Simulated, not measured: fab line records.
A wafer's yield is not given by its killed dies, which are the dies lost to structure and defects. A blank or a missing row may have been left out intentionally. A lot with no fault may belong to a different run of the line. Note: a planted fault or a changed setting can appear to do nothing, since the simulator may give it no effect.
Which tool is to blame? | flow nand_harc | Sampling: 14 lots, 42 wafers, 5 of 1302 route steps

WHAT EACH GAUGE READ, for each wafer
NHARC_THIN_TSV_CD_MEAS_33: target cd 5000 nm. Usual: cd_nm 5000.1 nm, standard deviation 2.1.
lot  | measured     | on        | cd_nm (nm)           | flag
L693 | day 24 10:25 | cd_sem-03 | 4999.0 4997.9 5001.7 |
L696 | day 25 16:05 | cd_sem-03 | 4996.7 4997.4 4996.7 |
L694 | day 25 14:54 | cd_sem-01 | 5002.9 5003.2 5000.2 |
L695 | day 25 17:32 | cd_sem-02 | 4996.5 4998.1 5001.5 |
L697 | day 25 18:47 | cd_sem-01 | 5002.4 5001.2 5000.1 |
L698 | day 26 06:42 | cd_sem-03 | 4998.0 4999.6 4998.6 |
L699 | day 26 19:37 | cd_sem-02 | 5000.1 5001.7 4997.8 |
L700 | day 27 18:16 | cd_sem-01 | 5003.2 4998.9 4999.7 |
L701 | day 28 00:10 | cd_sem-03 | 4995.9 5001.0 4994.9 |
L706 | day 29 23:11 | cd_sem-03 | 4996.9 4998.0 4999.2 |
L709 | day 31 04:59 | cd_sem-03 | 5000.2 5000.2 5000.2 |
L712 | day 31 23:44 | cd_sem-03 | 5003.4 5001.3 4999.7 |
L714 | day 32 17:43 | cd_sem-01 | 5001.8 4998.4 5003.1 |
L715 | day 34 03:37 | cd_sem-01 | 5001.6 5000.9 5001.5 |

NHARC_END_SORT_01. Usual: killed_at_array 53, standard deviation 18; killed_at_other 0.8, standard deviation 1.1; killed_at_periphery 4.1, standard deviation 2.7; killed_dies 58, standard deviation 18; killed_open 3.1, standard deviation 1.7; killed_short 2.7, standard deviation 1.7.
lot  | measured     | on        | killed_at_array | killed_at_other | killed_at_periphery | killed_dies | killed_open | killed_short | flag
L706 | day 30 09:52 | prober-01 | 149 137 164     | 1 0 1           | 0 0 1               | 150 137 166 | 0 0 6       | 5 3 7        | OFF
L709 | day 31 13:25 | prober-01 | 164 171 175     | 0 1 0           | 1 2 2               | 165 174 177 | 4 1 4       | 3 4 2        | OFF

WHAT TOOL EACH LOT RAN ON (gives the tool, then ch and the chambers of the sampled wafers, and finally the start)
lot  | NHARC_A_STAIRCASE_DEP_322       | NHARC_THIN_TSV_PRE_CLEAN_50             | NHARC_THIN_TSV_ETCH_36
L693 | pecvd-04 ch 0,2, day 18 11:08   | pvd_sputter-02, day 24 10:25 or earlier | rie_metal-01 ch 0,1, day 24 10:57
L696 | pecvd-02 ch 1,2, day 18 23:27   | pvd_sputter-02, day 25 16:05 or earlier | rie_metal-02 ch 1, day 25 16:50
L694 | pecvd-01 ch 0,2, day 18 23:32   | pvd_sputter-03, day 25 14:54 or earlier | rie_metal-03 ch 0,1, day 25 15:26
L695 | pecvd-04 ch 0,1,2, day 18 23:44 | pvd_sputter-03, day 25 17:32 or earlier | rie_metal-01 ch 0,1, day 25 18:04
L697 | pecvd-01 ch 0,1,2, day 19 21:05 | pvd_sputter-03, day 25 18:47 or earlier | rie_metal-02 ch 1, day 25 19:33
L698 | pecvd-01 ch 0,1,2, day 20 09:58 | pvd_sputter-02, day 26 06:42 or earlier | rie_metal-03 ch 0,1, day 26 07:15
L699 | pecvd-02 ch 1,2, day 20 21:56   | pvd_sputter-02, day 26 19:37 or earlier | rie_metal-01 ch 0,1, day 26 20:11
L700 | pecvd-01 ch 0,1,2, day 21 11:43 | pvd_sputter-03, day 27 18:16 or earlier | rie_metal-01 ch 0,1, day 27 18:49
L701 | pecvd-04 ch 1,2, day 22 05:52   | pvd_sputter-01, day 28 00:10 or earlier | rie_metal-02 ch 0,1, day 28 00:43
L706 | pecvd-04 ch 1,2, day 24 05:46   | pvd_sputter-03, day 29 23:11 or earlier | rie_metal-03 ch 0,1, day 29 23:44
L709 | pecvd-04 ch 1,2, day 25 04:10   | pvd_sputter-01, day 31 04:59 or earlier | rie_metal-02 ch 0,1, day 31 05:33
L712 | pecvd-01 ch 0,1,2, day 26 00:28 | pvd_sputter-02, day 31 23:44 or earlier | rie_metal-01 ch 0, day 32 00:16
L714 | pecvd-02 ch 0,1, day 26 22:15   | pvd_sputter-02, day 32 17:43 or earlier | rie_metal-01 ch 0,1, day 32 18:16
L715 | pecvd-04 ch 1,2, day 28 04:46   | pvd_sputter-02, day 34 03:37 or earlier | rie_metal-02 ch 0,1, day 34 04:11
- NHARC_A_STAIRCASE_DEP_322: deposits SiO2, target thk 7200 nm.
- NHARC_THIN_TSV_PRE_CLEAN_50: time 30 s.
- NHARC_THIN_TSV_ETCH_36: etches the open film in Cl2/BCl3, target depth 65 nm, time 18.571 s.

WHAT THE TOOLS THEMSELVES READ (means of the sampled wafers that have a number; where no wafer has one, the mark that the record gives instead)
NHARC_A_STAIRCASE_DEP_322. Usual: heater_power_w 611 W, standard deviation 84.
lot  | tool     | heater_power_w (W) | flag
L693 | pecvd-04 | 614                |
L696 | pecvd-02 | 628                |
L694 | pecvd-01 | 666                |
L695 | pecvd-04 | 608                |
L697 | pecvd-01 | 650                |
L698 | pecvd-01 | 646                |
L699 | pecvd-02 | 612                |
L700 | pecvd-01 | 632                |
L701 | pecvd-04 | 597                |
L706 | pecvd-04 | 602                |
L709 | pecvd-04 | 563                |
L712 | pecvd-01 | 611                |
L714 | pecvd-02 | 673                |
L715 | pecvd-04 | 551                |

NHARC_THIN_TSV_PRE_CLEAN_50. Usual: heater_power_w 428 W, standard deviation 61.
lot  | tool           | heater_power_w (W) | flag
L693 | pvd_sputter-02 | 453                |
L696 | pvd_sputter-02 | 447                |
L694 | pvd_sputter-03 | 388                |
L695 | pvd_sputter-03 | 442                |
L697 | pvd_sputter-03 | 421                |
L698 | pvd_sputter-02 | 448                |
L699 | pvd_sputter-02 | 411                |
L700 | pvd_sputter-03 | 419                |
L701 | pvd_sputter-01 | 382                |
L706 | pvd_sputter-03 | 471                |
L709 | pvd_sputter-01 | 344                |
L712 | pvd_sputter-02 | 455                |
L714 | pvd_sputter-02 | 496                |
L715 | pvd_sputter-02 | 457                |

NHARC_THIN_TSV_ETCH_36. Usual: chamber_pressure_mTorr 10.001 mTorr, standard deviation 0.0088; drypump_motor_current_A 5.4 A, standard deviation 0.33; oes_product_au 1.002 a.u., standard deviation 0.008.
lot  | tool         | chamber_pressure_mTorr (mTorr) | drypump_motor_current_A (A) | oes_product_au (a.u.) | flag
L693 | rie_metal-01 | 10.003                         | 5.3                         | 1.009                 |
L696 | rie_metal-02 | 10.003                         | 5.9                         | 1.001                 |
L694 | rie_metal-03 | 10.006                         | 5.1                         | 1.002                 |
L695 | rie_metal-01 | 10.011                         | 5.3                         | 1.001                 |
L697 | rie_metal-02 | 9.987                          | 5.9                         | 1.004                 |
L698 | rie_metal-03 | 10.000                         | 5.1                         | 1.000                 |
L699 | rie_metal-01 | 9.991                          | 5.2                         | 1.001                 |
L700 | rie_metal-01 | 9.995                          | 5.3                         | 1.004                 |
L701 | rie_metal-02 | 9.995                          | 5.6                         | 1.011                 |
L706 | rie_metal-03 | 9.998                          | 5.0                         | 1.000                 |
L709 | rie_metal-02 | 10.000                         | 5.6                         | 1.010                 |
L712 | rie_metal-01 | 10.004                         | 5.4                         | 0.997                 |
L714 | rie_metal-01 | 10.009                         | 5.3                         | 1.006                 |
L715 | rie_metal-02 | 10.002                         | 5.8                         | 0.999                 |

THE ANSWER, worked out from the rows above alone
Rule: a lot counts as off when the mean over its wafers that have a number is more than 3 standard deviations away from the usual mean. A lot without any number at a reading at which 4 lots or more have one is off too. Where the step has rows for the other lots, those lots are counted as sound. After the gauges, taken in route order, come the tools' own readings; for these a lot's mean is taken, as printed above. The first step at which some lot is off is used, and at that step the reading that is off furthest; a lot without a number counts as furthest.
Off at NHARC_END_SORT_01 (killed_at_array): L706, L709. Neither off nor sound, because the step has no rows for them: L693, L696, L694, L695, L697, L698, L699, L700, L701, L712, L714, L715.
If a tool, at a process step before that reading, ran all the lots that are off and no sound lot after the first of them, it fits. The gauges at NHARC_END_SORT_01 are tried like those tools. NHARC_THIN_TSV_PRE_CLEAN_50: start missing for some lots; hours and lot order therefore follow NHARC_THIN_TSV_CD_MEAS_33. 2 tools fit, pecvd-04 at NHARC_A_STAIRCASE_DEP_322 and prober-01 at NHARC_END_SORT_01, so this cannot tell which one it is.

WHAT HAD BEEN PUT IN BY THE SIMULATOR
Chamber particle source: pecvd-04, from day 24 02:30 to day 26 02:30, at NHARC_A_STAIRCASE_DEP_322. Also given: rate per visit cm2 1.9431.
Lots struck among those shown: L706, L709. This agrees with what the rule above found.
